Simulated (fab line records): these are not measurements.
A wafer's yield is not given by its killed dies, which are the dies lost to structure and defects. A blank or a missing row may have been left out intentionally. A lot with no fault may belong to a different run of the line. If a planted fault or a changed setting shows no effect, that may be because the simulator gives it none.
A lot that was struck, set against a sound lot ; flow nandHarc ; 28 steps out of a route of 1159
Sound: the wafers L350.4, L350.5, L350.6. The struck wafers were L358.1, L358.4, L358.6. At the end, the cause is stated.
For every step that has rows: the tool of each side, followed by ch and its chambers, followed by its first start. Under that, the readings that differ: sound wafers ; struck wafers ; difference of the means ; sigmas: that difference in standard deviations of wafers without a fault.
alike: readings whose means differ by less than 2 such deviations, and words and numbers that are the same on both sides. not compared: withheld readings, readings that some wafer has no value for, bounds like >300 that may hide the same value, and numbers for which the record gives no deviation and whose values overlap.
Wherever a step has rows on one side only, a row that says differs or no value, or a row with sigmas, the two part there. Non-overlapping numbers with no deviation appear without sigmas and do not part them. Lack of a reading on every wafer of one side parts them only where that side has two or more wafers.

first, 8 steps without rows for these wafers: NHARC_A_CHANNEL_HOLE_D1_EXPOSE_07 (exposes mask HOLE D1, target cd 100 nm); NHARC_A_CHANNEL_HOLE_D1_PEB_08 (peb time 65 s); NHARC_A_CHANNEL_HOLE_D1_DEVELOP_09 (develop time 35 s); NHARC_A_CHANNEL_HOLE_D1_DESCUM_15 (chemistry O2, time 3 s); NHARC_A_CHANNEL_HOLE_D1_ETCH_38 (etches the open film in CF4, target depth 39 nm, time 65 s); NHARC_A_CHANNEL_HOLE_D1_ETCH_39 (etches the open film in N2/H2, target depth 260 nm, time 325 s); NHARC_A_CHANNEL_HOLE_D1_ETCH_34 (etches the open film in CF4/CHF3, target depth 154 nm, time 77 s); NHARC_A_CHANNEL_HOLE_D1_ETCH_16 (etches the open film in O2/COS, target depth 3100 nm, time 806 s).
NHARC_A_CHANNEL_HOLE_D1_ETCH_19: etches the open film in C4F8/O2/Ar, time 34.5 s.
  sound on harEtch-01 ch 0,1, day 9 15:14; struck on harEtch-01 ch 0,1, day 11 19:43
  alike: drypumpMotorCurrentA, escClampCurrentUA, showerheadPlenumPTorr, throttleValvePct
  not compared: rfHoursCounterH
then, 16 steps without rows for these wafers: NHARC_A_CHANNEL_HOLE_D1_ETCH_20 (etches the open film in C4F8/O2/Ar, time 361.9 s, target depth 1600 nm); NHARC_A_CHANNEL_HOLE_D1_ETCH_21 (etches the open film in C4F8/O2/Ar, time 514.3 s, target depth 1600 nm); NHARC_A_CHANNEL_HOLE_D1_ETCH_22 (etches the open film in C4F8/O2/Ar, time 666.7 s, target depth 1600 nm); NHARC_A_CHANNEL_HOLE_D1_ETCH_23 (etches the open film in C4F8/O2/Ar, time 819 s, target depth 1600 nm); NHARC_A_CHANNEL_HOLE_D1_ETCH_24 (etches the open film in C4F8/O2/Ar, time 906.2 s, target depth 1500 nm); NHARC_A_CHANNEL_HOLE_D1_ETCH_25 (etches the open film in C4F8/O2/Ar, time 1040.2 s, target depth 1500 nm); NHARC_A_CHANNEL_HOLE_D1_ETCH_26 (etches the open film in C4F8/O2/Ar, time 224.1 s, target depth 300 nm); NHARC_A_CHANNEL_HOLE_D1_ETCH_33 (etches the open film in C4F8/O2/Ar, time 90 s, target depth 400 nm); NHARC_A_CHANNEL_HOLE_D1_STRIP_41 (strips in N2/H2); NHARC_A_CHANNEL_HOLE_D1_STRIP_42 (strips in CF4/CHF3); NHARC_A_CHANNEL_HOLE_D1_STRIP_43 (strips in O2/COS); NHARC_A_CHANNEL_HOLE_D1_ETCH_44 (etches the open film in CF4/O2, target depth 140 nm, overetch 14 nm, time 77 s); NHARC_A_CHANNEL_HOLE_D1_STRIP_27 (strips in O2); NHARC_A_CHANNEL_HOLE_D1_PRECLEAN_28 (cleans in SC1); NHARC_A_CHANNEL_HOLE_D1_SRD_29; NHARC_A_CHANNEL_HOLE_D1_XSEM_31.
NHARC_A_CHANNEL_HOLE_D1_INSPECT_40:
  sound on defectInspect-01 at day 9 20:58; struck on defectInspect-02 at day 12 01:28
reading;sound;struck;difference;sigmas
rawDefectCount;56 64 51;432 416 422;+366;+26
then, 1 step without rows for these wafers: NHARC_A_CHANNEL_FILL_D1_PRECLEAN_00 (cleans in SC1).
-- jump in the record: it breaks off in module A_CHANNEL_FILL_D1 and resumes in module END (first step shown: number 1159 of the route), and 10 days separate the struck wafers' starts before and after --
NHARC_END_SORT_01:
  the record has rows for the struck wafers here (prober-01 ch 0, day 22 06:50) and none for the sound ones

== WHERE THEY PART ==
Earliest at NHARC_A_CHANNEL_HOLE_D1_INSPECT_40; latest, in this record, at NHARC_END_SORT_01.

WHY: what had been put in by the simulator
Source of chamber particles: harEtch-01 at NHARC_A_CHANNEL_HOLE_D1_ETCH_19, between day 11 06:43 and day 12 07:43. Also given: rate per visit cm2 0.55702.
